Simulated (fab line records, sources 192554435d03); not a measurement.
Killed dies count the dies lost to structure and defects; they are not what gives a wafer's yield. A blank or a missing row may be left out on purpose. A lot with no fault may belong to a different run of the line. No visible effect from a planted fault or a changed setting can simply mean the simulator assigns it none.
Lot-split experiment | flow n5Finfet | 21 wafers read from 7 lots, route of 1938 steps

ABOUT THE SPLIT
At N5_BEOL_M8_ILD_DEP_00 (deposits SiCOH lowk from DEMS/porogen, target thk 179.75 nm, time 33.4 s), the setting timeS was moved away from the recipe's 33.4 s on 10 of the 21 wafers read, by -13.3% to +14.8%. All remaining wafers had this setting at the recipe value.

FROM THE SPLIT ON TO THE READING: in between, the file shows 1 step
- N5_BEOL_M8_CURE_74: cures SiCOH lowk, time 240 s

THE READING
M8_ILD_THK, in nm, at N5_BEOL_M8_THK_MEAS_01. On this fab line, fault-free wafers typically give 154.9 nm with a standard deviation of 2.1 nm.

wafer  | tool, chamber at the split | timeS as run, s | against the recipe | M8_ILD_THK, nm | against lot-mates on the recipe
L076.3 | pecvd-02, 1                | 28.95           | -13.3%             | 137.2          | -20.0
L076.5 | pecvd-02, 1                | 28.95           | -13.3%             | 139.3          | -17.9
L076.6 | pecvd-02, 0                | 33.4            | recipe             | 157.2          | -
L080.2 | pecvd-04, 1                | 33.4            | recipe             | 152.6          | -
L080.5 | pecvd-04, 0                | 33.4            | recipe             | 154.5          | -
L080.6 | pecvd-04, 1                | 33.4            | recipe             | 153.5          | -
L082.3 | pecvd-02, 2                | 33.4            | recipe             | 154.4          | -
L082.5 | pecvd-02, 2                | 38.33           | +14.8%             | 176.6          | +22.2
L082.6 | pecvd-02, 1                | 38.33           | +14.8%             | 179.4          | +25.0
L084.1 | pecvd-04, 0                | 33.4            | recipe             | 151.5          | -
L084.2 | pecvd-04, 2                | 38.21           | +14.4%             | 172.2          | +20.7
L084.6 | pecvd-04, 1                | 38.21           | +14.4%             | 175.4          | +23.9
L094.1 | pecvd-02, 2                | 33.4            | recipe             | 153.5          | -
L094.4 | pecvd-02, 0                | 33.4            | recipe             | 157.8          | -
L094.5 | pecvd-02, 2                | 33.4            | recipe             | 156.3          | -
L089.1 | pecvd-04, 0                | 29.4            | -12.0%             | 134.0          | -20.9
L089.4 | pecvd-04, 2                | 29.4            | -12.0%             | 138.0          | -16.9
L089.6 | pecvd-04, 1                | 33.4            | recipe             | 154.9          | -
L091.3 | pecvd-02, 0                | 36.7            | +9.9%              | 167.4          | +10.5
L091.4 | pecvd-02, 1                | 36.7            | +9.9%              | 171.8          | +14.9
L091.5 | pecvd-02, 0                | 33.4            | recipe             | 156.9          | -

FIT RESULTS
A straight line over all 21 wafers: M8_ILD_THK changes by +1.43 nm for each +1% of timeS; r = +0.99; the points scatter about the line by 2.3 nm.
The same after taking each lot's own level away (the mean of its wafers on the recipe; 21 wafers): +1.51 nm for each +1%; r = +0.99; scatter 1.8 nm.
That fit puts the effect of the largest move of timeS on the reading at 22 nm.
Across the lots, their own levels run from 151.50 to 157.20 nm, a range of 2.7 times the standard deviation given above.
So the lot-to-lot level changes the slope little: the two slopes agree.
Check: with one of the wafers moved furthest among these (+14.8%) left out of the fit, the line predicts +22.3 nm for it against its lot-mates. Against them it came out at +22.2 nm.

ADDITIONAL SPLITS CARRIED BY THESE WAFERS
These wafers also went through other splits before the reading. Each is held against what the fit with the lots' levels taken away leaves over:
other split on the same wafers | wafers away from the commonest value | r with M8_ILD_THK (lot level and that fit taken away)
N5_BEOL_M5_EXPOSE_25 doseMj    | 8                                    | +0.00
N5_BEOL_M6_EXPOSE_08 doseMj    | 6                                    | +0.06

THE WHOLE CHAIN: every reading that the file lists as answering this split, in the file's order
step                   | what it does                                                             | reading                                                                                 | change (the file's fit)              | r (the file's)
N5_BEOL_M8_ILD_DEP_00  | deposits SiCOH lowk from DEMS/porogen, target thk 179.75 nm, time 33.4 s | SiCOH_lowk_of_BEOL_M8_ILD_DEP_00.thkNm (the simulator's own value, which no gauge read) | +1.73 nm for each +1% of the setting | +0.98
N5_BEOL_M8_CURE_74     | cures SiCOH lowk, time 240 s                                             | SiCOH_lowk_of_BEOL_M8_ILD_DEP_00.thkNm (the simulator's own value, which no gauge read) | +1.52 nm for each +1% of the setting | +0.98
N5_BEOL_M8_THK_MEAS_01 |                                                                          | M8_ILD_THK                                                                              | +1.51 for each +1% of the setting    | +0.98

THE FILE'S OWN FIT
M8_ILD_THK changes by +1.51 nm for each +1% of timeS, r = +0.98.
